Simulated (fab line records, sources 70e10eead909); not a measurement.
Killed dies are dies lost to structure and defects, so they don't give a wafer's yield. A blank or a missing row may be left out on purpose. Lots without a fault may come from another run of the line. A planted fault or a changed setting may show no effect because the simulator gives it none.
fab line records | flow nand_harc
record lots=6 wafers=18 last_day=24
route steps=1159 shown A_CHANNEL_FILL_D1@497 END@1159
lots that met no fault: from a run of the same line without faults
start_h: hours from the record's first day to the start of the lot's first wafer shown | wait_h: hours since the lot's step before | " the same as in the row above | L1.1+2: a row that stands for several wafers | - no value, or no start given | * or withheld: withheld | < > ~ a bound
route shown NAME@n: a module of which the file shows steps, and the number in the route of the first | usual: mean/standard deviation of fault-free wafers | same: alike in all rows | chamber/n: place in a boat | sites: the reading at each site | _std_site: their standard deviation | _edge_site: outer sites' mean less inner sites' | radius_mm: how far each site lies from the wafer's centre | mask NAME#n: copy n | behind: the tool/chamber that last shaped the wafer | hold: why the lot was held/for how many hours/how that ended | device: the transistor (n, p or np) that didn't switch | end of line: the same wafers' tests at the end of the route | a step without rows: its recipe alone | killed: dies lost to structure and defects at the first sort, not the wafer's yield | map: a wafer's dies, x killed, . not, _ none there
set.NAME: the setting as run; set.NAME@STEP: as run at that earlier step | model.NAME: the simulator's own value behind a step, which no gauge read
lots at some steps of the route; a table a step, a row a wafer
services: from which hour (start_h, from the record's first day; less than 0 if before it) a tool's chamber was out of use, for how many hours, and why
## steps
# step NHARC_A_CHANNEL_FILL_D1_ANNEAL_17
# recipe temp_c=850 time_s=1800
# step NHARC_A_CHANNEL_FILL_D1_CVD_18
# recipe target_thk_a=30 temp_c=550 material=poly-Si
# step NHARC_A_CHANNEL_FILL_D1_ETCHBACK_19
# recipe target_depth_a=50 time_s=1.7 hbr_flow_sccm=150 cl2_flow_sccm=50 rf_w=400 icp_w=400 bias_w=100 chemistry=HBr/Cl2
# usual bias_w=99.95/0.28 drypump_motor_current_A=5.6/0.45 he_backside_leak_sccm=2.71/0.23 oes_product_au=0.998/0.0072 throttle_valve_pct=26.405/0.0089
# columns lot.wafer tool chamber start_h wait_h bias_w drypump_motor_current_A he_backside_leak_sccm oes_product_au rf_hours_counter_h throttle_valve_pct
L880.3 rie_si-03 3 207.12 0.4 99.83 5.1 2.97 1.007 0.5 26.388
L880.2 " 0 " " 99.64 5.8 3.02 1.002 0.3 26.411
L880.5 " 0 " " 99.95 5.8 2.99 0.999 - 26.420
L891.2 rie_si-02 1 268.69 0.4 99.95 4.9 2.66 0.986 0.5 26.405
L891.3 " 0 " " 100.31 5.8 2.98 0.995 0.5 26.409
L891.4 " 1 " " 100.59 4.9 2.43 0.978 - 26.396
L892.3 rie_si-03 3 283.29 0.4 100.05 5.1 2.95 0.981 1.3 26.410
L892.6 " 3 " " 99.81 5.1 3.02 0.997 - 26.396
L892.5 " 1 " " 100.06 5.9 2.47 0.990 - 26.406
L893.4 rie_si-05 1 283.31 0.4 100.09 4.9 2.71 1.005 0.3 26.407
L893.1 " 3 " " 100.35 5.7 2.70 0.991 0.5 26.396
L893.5 " 1 " " 100.32 4.8 2.53 1.001 - 26.394
L900.4 rie_si-02 0 325.09 0.4 100.29 5.8 3.06 1.004 0.8 26.420
L900.2 " 1 " " 100.21 4.9 2.35 0.989 0.9 26.395
L900.1 " 2 " " 99.67 6.3 2.43 1.009 0.8 26.386
L903.3 rie_si-05 2 331.74 0.4 100.14 5.4 2.98 1.016 0.8 26.415
L903.2 " 0 " " 100.22 5.5 2.72 1.012 0.9 26.414
L903.5 " 3 " " 99.77 5.7 2.10 1.003 - 26.393
# step NHARC_A_CHANNEL_FILL_D1_ETCHBACK_20
# recipe target_depth_a=270 time_s=13.5 c4f8_flow_sccm=withheld o2_flow_sccm=8 ar_flow_sccm=withheld rf_w=600 bias_w=1500 chemistry=C4F8/O2/Ar
# usual bias_w=1499/4.2 oes_product_au=0.97/0.038 rf_vpp_V=980/4.6
# columns lot.wafer tool chamber start_h wait_h bias_w oes_product_au rf_hours_counter_h rf_vpp_V
L880.3 rie_diel-06 0 207.28 - 1500 0.93 3 989
L880.2 " 1 " " 1502 0.92 3 974
L880.5 " 1 " " 1500 0.93 - 973
L891.2 rie_diel-06 1 268.84 - 1501 1.00 0 974
L891.3 " 2 " " 1493 1.01 0 977
L891.4 " 3 " " 1493 1.00 0 985
L893.4 rie_diel-12 2 283.42 - 1507 1.01 3 978
L893.1 " 1 " " 1497 1.00 3 979
L893.5 " 3 " " 1504 1.02 - 977
L892.3 rie_diel-06 3 283.46 - 1499 0.99 1 983
L892.5 " 1 " " 1506 1.00 - 973
L892.6 " 2 " " 1494 1.00 - 980
L900.4 rie_diel-12 2 325.22 - 1503 0.92 5 980
L900.1 " 3 " " 1501 0.93 4 977
L900.2 " 0 " " 1502 0.93 5 987
L903.2 rie_diel-09 3 331.90 - 1501 1.01 14 976
L903.3 " 0 " " 1499 1.01 14 981
L903.5 " 3 " " 1503 1.01 - 976
# step NHARC_A_CHANNEL_FILL_D1_STRIP_28
# recipe time_s=20 o2_flow_sccm=500 ar_flow_sccm=0 bias_w=0 chemistry=O2
# usual chamber_pressure_mTorr=60.00/0.049 drypump_motor_current_A=6.0/0.4 oes_product_au=1.002/0.0079 rf_vpp_V=58.0/0.93 showerhead_plenum_p_Torr=3.58/0.11 throttle_valve_pct=17.036/0.0092
# same bias_w=0
# columns lot.wafer tool chamber start_h wait_h chamber_pressure_mTorr drypump_motor_current_A oes_product_au rf_hours_counter_h rf_vpp_V showerhead_plenum_p_Torr throttle_valve_pct
L880.3 rie_diel-06 3 207.39 0.1 59.93 5.8 1.011 3 59.3 3.66 17.021
L880.2 " 0 " " 60.00 6.6 1.012 3 58.7 3.77 17.027
L880.5 " 0 " " 59.97 6.5 1.006 - 58.8 3.77 17.040
L891.4 rie_diel-06 1 268.94 0.1 60.05 6.3 0.985 0 58.5 3.42 17.035
L891.3 " 2 " " 59.99 5.6 0.999 0 58.0 3.55 17.034
L891.2 " 3 " " 59.92 5.8 0.998 0 58.9 3.66 17.041
L893.4 rie_diel-12 2 283.52 0.1 59.97 6.4 1.004 3 58.4 3.53 17.031
L893.1 " 3 " " 60.12 5.5 1.013 3 57.2 3.53 17.026
L893.5 " 2 " " 60.00 6.4 0.994 - 57.4 3.53 17.044
L892.3 rie_diel-06 1 283.54 0.1 59.97 6.3 0.992 1 57.0 3.42 17.042
L892.5 " 1 " " 59.93 6.3 0.989 - 57.8 3.42 17.048
L892.6 " 2 " " 60.01 5.5 1.011 - 57.9 3.55 17.043
L900.4 rie_diel-12 0 325.31 0.1 59.99 6.3 1.000 5 57.6 3.73 17.036
L900.1 " 1 " " 59.99 5.6 0.994 4 58.2 3.54 17.033
L900.2 " 2 " " 60.03 6.4 0.998 5 59.0 3.53 17.034
L903.3 rie_diel-09 1 332.19 0.3 59.93 6.1 0.999 15 56.6 3.41 17.050
L903.2 " 2 " " 60.01 6.1 0.995 14 58.2 3.65 17.041
L903.5 " 0 " " 60.01 5.5 0.987 - 59.0 3.64 17.045
# step NHARC_A_CHANNEL_FILL_D1_PRECLEAN_21
# recipe time_s=30 chemistry=dHF
# step NHARC_A_CHANNEL_FILL_D1_SRD_23
# step NHARC_A_CHANNEL_FILL_D1_CVD_05
# recipe target_thk_a=50 temp_c=550 material=poly-Si
# step NHARC_A_CHANNEL_FILL_D1_ANNEAL_22
# recipe temp_c=620 time_s=7200
# step NHARC_A_CHANNEL_FILL_D1_ALD_25
# recipe target_thk_a=600 pulse_time_s=10 ald_cycles=600 temp_c=300 material=SiOx
# usual heater_power_w=483/39 precursor_pulse_height_rel=1.000/0.02
# columns lot.wafer tool chamber start_h wait_h heater_power_w precursor_pulse_height_rel
L880.3 ald_hk-04 2 220.31 1.3 486 1.001
L880.2 " 3 " " 456 1.000
L880.5 " 1 222.16 3.1 486 1.012
L891.2 ald_hk-01 3 280.65 0.1 447 0.998
L891.3 " 0 281.91 1.3 454 1.005
L891.4 " 2 284.42 3.8 470 1.047
L893.1 ald_hk-03 2 295.62 0.2 460 1.016
L893.4 " 1 297.47 2.1 482 1.021
L893.5 " 2 " " 457 1.004
L892.3 ald_hk-01 3 297.31 1.9 448 1.007
L892.5 " 0 " " 457 1.000
L892.6 " 1 " " 589 0.988
L900.4 ald_hk-04 0 340.44 0.7 418 0.986
L900.2 " 1 " " 513 1.014
L900.1 " 2 " " 499 1.022
L903.2 ald_hk-01 1 344.71 1.3 574 0.999
L903.3 " 2 " " 481 1.013
L903.5 " 0 346.59 3.1 440 0.985
# step NHARC_A_CHANNEL_FILL_D1_ETCHBACK_08
# recipe target_depth_a=2200 time_s=110 c4f8_flow_sccm=20 ar_flow_sccm=withheld rf_w=600 bias_w=300 chemistry=C4F8
# usual oes_product_au=0.96/0.036 rf_vpp_V=441.9/1.9
# columns lot.wafer tool chamber start_h wait_h oes_product_au rf_hours_counter_h rf_vpp_V
L880.3 rie_diel-12 1 - - 0.99 1 441.7
L880.2 " 2 " " 1.00 1 440.9
L880.5 " 2 " " 0.99 - 439.6
L891.2 rie_diel-12 2 - - 1.00 3 442.1
L891.3 " 3 " " 1.00 3 442.3
L891.4 " 0 " " 0.99 3 444.8
L892.3 rie_diel-12 0 - - 1.01 4 444.9
L892.5 " 0 " " 1.01 - 443.4
L892.6 " 1 " " 0.99 - 441.4
L893.4 rie_diel-06 2 - - 0.93 1 441.9
L893.1 " 3 " " 0.93 1 443.7
L893.5 " 2 " " 0.94 - 441.0
L900.4 rie_diel-06 0 - - 1.01 2 444.9
L900.2 " 2 " " 1.02 2 441.5
L900.1 " 3 " " 1.01 3 443.9
L903.2 rie_diel-09 3 - - 0.93 18 440.4
L903.3 " 0 " " 0.92 18 442.0
L903.5 " 0 " " 0.92 - 442.9
# step NHARC_A_CHANNEL_FILL_D1_STRIP_29
# recipe time_s=20 o2_flow_sccm=500 ar_flow_sccm=0 bias_w=0 chemistry=O2
# usual bias_w=0/0 chamber_pressure_mTorr=60.00/0.058 drypump_motor_current_A=6.0/0.4 oes_product_au=1.003/0.0076 rf_vpp_V=57.8/0.82 showerhead_plenum_p_Torr=3.59/0.1 throttle_valve_pct=17.036/0.0087
# columns lot.wafer tool chamber start_h wait_h bias_w chamber_pressure_mTorr drypump_motor_current_A oes_product_au rf_hours_counter_h rf_vpp_V showerhead_plenum_p_Torr throttle_valve_pct
L880.2 rie_diel-12 1 224.79 - 0 59.99 5.6 0.991 1 56.9 3.54 17.036
L880.3 " 2 " " 0 59.99 6.5 1.008 1 57.8 3.53 17.033
L880.5 " 1 " " 0 59.91 5.6 1.006 - 57.8 3.54 17.038
L891.3 rie_diel-12 2 290.19 - 0 60.06 6.4 0.993 3 58.2 3.53 17.049
L891.2 " 3 " " 0 59.96 5.5 1.001 3 57.2 3.53 17.030
L891.4 " 1 " " 0 59.90 5.6 0.986 3 58.2 3.54 17.029
L892.3 rie_diel-12 2 301.19 0.1 - - - - - - - -
L892.5 " 2 " " - - - - - - - -
L892.6 " 0 " " - - - - - - - -
L893.1 rie_diel-06 2 301.33 - - - - - - - - -
L893.4 " 1 " " - - - - - - - -
L893.5 " 3 " " - - - - - - - -
L900.1 rie_diel-06 1 345.55 - 0 59.98 6.3 1.000 2 57.6 3.42 17.053
L900.4 " 2 " " 0 59.99 5.6 1.006 2 57.8 3.55 17.037
L900.2 " 3 " " 0 60.00 5.8 0.994 3 57.6 3.66 17.022
L903.3 rie_diel-09 2 349.84 - 0 60.05 6.1 0.997 18 57.6 3.65 17.031
L903.2 " 1 " " 0 60.03 6.1 1.006 18 58.8 3.41 17.045
L903.5 " 2 " " 0 60.06 6.1 0.990 - 57.7 3.65 17.023
# step NHARC_A_CHANNEL_FILL_D1_PRECLEAN_30
# recipe time_s=30 chemistry=dHF
# step NHARC_END_SORT_01
# recipe temp_c=25
# usual killed_at_array=26/9.9 killed_at_other=0.8/1 killed_at_periphery=2.8/2.2 killed_dies=29/9.9 killed_open=3.2/1.8 killed_short=2.1/1.4
# same gross_dies=677
# columns lot.wafer tool chamber start_h wait_h killed_at_array killed_at_other killed_at_periphery killed_dies killed_open killed_short
L880.2 prober-02 0 441.71 2.8 26 0 5 31 4 4
L880.3 prober-02 0 442.52 3.1 26 0 4 30 2 1
L880.5 prober-02 0 444.13 3.7 19 0 3 22 1 1
L891.2 prober-02 0 505.25 2.8 31 1 4 36 5 4
L891.3 prober-02 0 506.05 3.1 32 0 0 32 3 0
L891.4 prober-02 0 506.85 3.4 28 0 1 29 1 1
L892.3 prober-02 0 519.05 3.1 29 0 2 31 4 1
L892.5 prober-02 0 520.65 3.7 19 0 1 20 4 1
L892.6 prober-02 0 521.44 4.0 32 0 2 34 3 3
L893.1 prober-01 0 519.94 2.5 37 0 3 40 3 2
L893.4 prober-01 0 522.34 3.4 28 0 1 29 3 1
L893.5 prober-01 0 523.14 3.7 24 1 1 26 2 3
L903.2 prober-02 0 560.25 2.8 25 2 6 33 5 2
L903.3 prober-02 0 561.06 3.1 22 4 4 30 5 2
L903.5 prober-02 0 562.66 3.7 14 2 6 22 3 2
L900.1 prober-01 0 565.80 2.5 51 0 1 52 2 2
L900.2 prober-01 0 566.60 2.8 49 0 3 52 4 2
L900.4 prober-01 0 568.21 3.4 41 0 2 43 2 1
# killed by level:class
L880.2 A_CHANNEL_HOLE_D1:chamber_film_flake=7 A_SLIT:chamber_film_flake=6 P_M1:chamber_film_flake=4 A_CHANNEL_FILL_D1:geometric_particle:open=3 A_ONON_D1:geometric_particle:short=2 A_CHANNEL_HOLE_D1:geometric_particle:short=2 A_STAIRCASE:chamber_film_flake=2 A_WL_FILL:chamber_film_flake=2
L880.3 A_CHANNEL_HOLE_D1:chamber_film_flake=12 A_SLIT:chamber_film_flake=6 A_CONTACT:chamber_film_flake=4 P_M1:chamber_film_flake=3 A_STAIRCASE:chamber_film_flake=2 P_M0:geometric_particle:open=1 A_WL_FILL:geometric_particle:open=1 A_M0:geometric_particle:short=1
L880.5 A_SLIT:chamber_film_flake=8 A_CHANNEL_HOLE_D1:chamber_film_flake=4 A_STAIRCASE:chamber_film_flake=3 P_M1:chamber_film_flake=2 A_ZERO_WELL:chamber_film_flake=2 P_CONTACT:geometric_particle:open=1 A_CHANNEL_FILL_D1:geometric_particle:short=1 A_CHANNEL_FILL_D1:chamber_film_flake=1
L891.2 A_CHANNEL_HOLE_D1:chamber_film_flake=10 A_SLIT:chamber_film_flake=7 A_WL_FILL:chamber_film_flake=4 A_ONON_D1:geometric_particle:short=2 P_ZERO_WELL:chamber_film_flake=2 A_STAIRCASE:chamber_film_flake=2 P_M0:geometric_particle:open=1 A_WL_FILL:geometric_particle:short=1
L891.3 A_SLIT:chamber_film_flake=13 A_CHANNEL_HOLE_D1:chamber_film_flake=10 A_STAIRCASE:chamber_film_flake=2 A_CONTACT:chamber_film_flake=2 A_STAIRCASE:geometric_particle:open=1 A_CONTACT:geometric_particle:open=1 A_BLC:geometric_particle:open=1 A_CHANNEL_FILL_D1:chamber_film_flake=1
L891.4 A_CHANNEL_HOLE_D1:chamber_film_flake=13 A_SLIT:chamber_film_flake=5 A_CONTACT:chamber_film_flake=3 A_ZERO_WELL:chamber_film_flake=2 A_STAIRCASE:chamber_film_flake=2 A_CHANNEL_FILL_D1:geometric_particle:open=1 A_SGD_CUT:geometric_particle:short=1 P_M0:chamber_film_flake=1
L892.3 A_STAIRCASE:chamber_film_flake=8 A_M1:chamber_film_flake=6 A_SLIT:chamber_film_flake=6 A_CHANNEL_HOLE_D1:chamber_film_flake=5 P_CONTACT:geometric_particle:open=2 A_M0:geometric_particle:open=2 A_ONON_D1:geometric_particle:short=1 A_SGD_CUT:chamber_film_flake=1
L893.1 A_CHANNEL_HOLE_D1:chamber_film_flake=17 A_CONTACT:chamber_film_flake=12 A_STAIRCASE:chamber_film_flake=4 P_CONTACT:geometric_particle:open=1 A_CHANNEL_FILL_D1:geometric_particle:short=1 A_CONTACT:geometric_particle:open=1 A_CONTACT:geometric_particle:short=1 A_M0:geometric_particle:open=1
L892.5 A_CHANNEL_HOLE_D1:chamber_film_flake=5 A_SLIT:chamber_film_flake=5 A_CONTACT:chamber_film_flake=3 A_CHANNEL_FILL_D1:geometric_particle:open=1 A_WL_FILL:geometric_particle:open=1 A_CONTACT:geometric_particle:open=1 A_BLC:geometric_particle:open=1 A_M0:geometric_particle:short=1
L892.6 A_CHANNEL_HOLE_D1:chamber_film_flake=9 A_STAIRCASE:chamber_film_flake=4 A_SLIT:chamber_film_flake=4 A_CONTACT:chamber_film_flake=4 A_M1:chamber_film_flake=4 P_GATE:geometric_particle:short=1 A_CHANNEL_HOLE_D1:geometric_particle:open=1 A_CHANNEL_FILL_D1:geometric_particle:open=1
L893.4 A_CHANNEL_HOLE_D1:chamber_film_flake=13 A_STAIRCASE:chamber_film_flake=6 A_CONTACT:chamber_film_flake=5 P_M1:geometric_particle:open=1 A_SOURCE_PLATE:geometric_particle:open=1 A_SGD_CUT:geometric_particle:open=1 A_M0:geometric_particle:short=1 A_CHANNEL_FILL_D1:chamber_film_flake=1
L893.5 A_CHANNEL_HOLE_D1:chamber_film_flake=12 A_STAIRCASE:chamber_film_flake=6 A_CONTACT:chamber_film_flake=2 A_CHANNEL_HOLE_D1:geometric_particle:short=1 A_CHANNEL_FILL_D1:geometric_particle:short=1 A_CHANNEL_FILL_D1:geometric_particle:open=1 A_M0:geometric_particle:open=1 STARTING-WAFER:geometric_particle:short=1
L903.2 A_CHANNEL_HOLE_D1:chamber_film_flake=17 P_M1:chamber_film_flake=3 A_CONTACT:geometric_particle:open=2 THIN_TSV:chamber_film_flake=2 P_CONTACT:geometric_particle:open=1 P_M0:geometric_particle:open=1 A_WL_FILL:geometric_particle:short=1 A_WL_FILL:geometric_particle:open=1
L903.3 A_CHANNEL_HOLE_D1:chamber_film_flake=13 THIN_TSV:chamber_film_flake=4 P_ZERO_WELL:chamber_film_flake=2 P_M1:chamber_film_flake=2 A_SOURCE_PLATE:geometric_particle:short=1 A_ONON_D1:geometric_particle:open=1 A_ONON_D1:geometric_particle:short=1 A_WL_FILL:geometric_particle:open=1
L903.5 A_CHANNEL_HOLE_D1:chamber_film_flake=11 P_M1:chamber_film_flake=3 THIN_TSV:chamber_film_flake=2 P_CONTACT:geometric_particle:short=1 P_CONTACT:geometric_particle:open=1 A_ONON_D1:geometric_particle:open=1 A_ONON_D1:geometric_particle:short=1 A_SGD_CUT:geometric_particle:open=1
L900.1 A_SLIT:chamber_film_flake=24 A_CHANNEL_HOLE_D1:chamber_film_flake=18 A_CONTACT:chamber_film_flake=3 A_WL_FILL:chamber_film_flake=2 P_M0:geometric_particle:open=1 A_CHANNEL_FILL_D1:geometric_particle:short=1 A_BLC:geometric_particle:open=1 A_M0:geometric_particle:short=1
L900.2 A_CHANNEL_HOLE_D1:chamber_film_flake=21 A_SLIT:chamber_film_flake=14 A_CONTACT:chamber_film_flake=5 A_WL_FILL:chamber_film_flake=3 P_M0:geometric_particle:open=2 A_STAIRCASE:chamber_film_flake=2 A_ONON_D1:geometric_particle:open=1 A_WL_FILL:geometric_particle:short=1
L900.4 A_SLIT:chamber_film_flake=17 A_CHANNEL_HOLE_D1:chamber_film_flake=16 A_CONTACT:chamber_film_flake=3 A_WL_FILL:chamber_film_flake=2 P_M0:geometric_particle:short=1 A_WL_FILL:geometric_particle:open=1 A_CONTACT:geometric_particle:open=1 P_GATE:chamber_film_flake=1
## services
# columns tool chamber start_h hours kind
ald_hk-04 - 186.50 10.0 pm
rie_si-03 0 190.97 4.8 repair
rie_diel-06 2 194.81 6.5 repair
rie_si-02 2 197.59 38.4 repair
rie_diel-12 - 202.40 9.0 pm
rie_si-03 2 204.98 12.3 repair
rie_diel-06 2 206.64 23.1 repair
rie_si-02 - 211.00 9.0 pm
rie_si-02 1 223.09 3.3 repair
rie_diel-06 0 223.64 2.7 repair
ald_hk-01 - 228.21 10.0 pm
rie_si-05 - 239.00 9.0 pm
rie_diel-06 - 241.20 9.0 pm
rie_diel-09 3 242.61 15.4 repair
ald_hk-01 - 247.75 0.8 repair
rie_diel-09 2 248.46 5.3 repair
rie_diel-12 3 250.63 1.8 repair
rie_diel-09 - 254.13 9.0 pm
rie_diel-12 1 271.24 2.0 repair
rie_diel-09 - 296.28 2.1 repair
rie_diel-12 3 299.50 2.8 repair
rie_diel-12 1 311.33 6.4 repair
rie_diel-06 0 322.14 11.1 repair
rie_diel-06 2 338.58 5.9 repair
## key
first_sign step=NHARC_A_CHANNEL_FILL_D1_STRIP_29 reading=tool_record direction=missing
effect none on later readings
met_at NHARC_A_CHANNEL_FILL_D1_STRIP_29
struck_wafers L892.3,L892.5,L892.6,L893.1,L893.4,L893.5
tester_left_out L892,L893
onset_between 290.19 301.19
fault kind=skipped_step_whole tool=rie_diel-06,rie_diel-12 chamber=- onset_h=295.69 steps=NHARC_A_CHANNEL_FILL_D1_STRIP_29 scope=struck_lots_only
# tester_left_out: of these lots the tester's yield and bins aren't shown, on N5 and GAA mostly nor the transistor test; their killed dies are dies lost to structure and defects alone, not to doping, threshold or leakage, so they don't give the yield
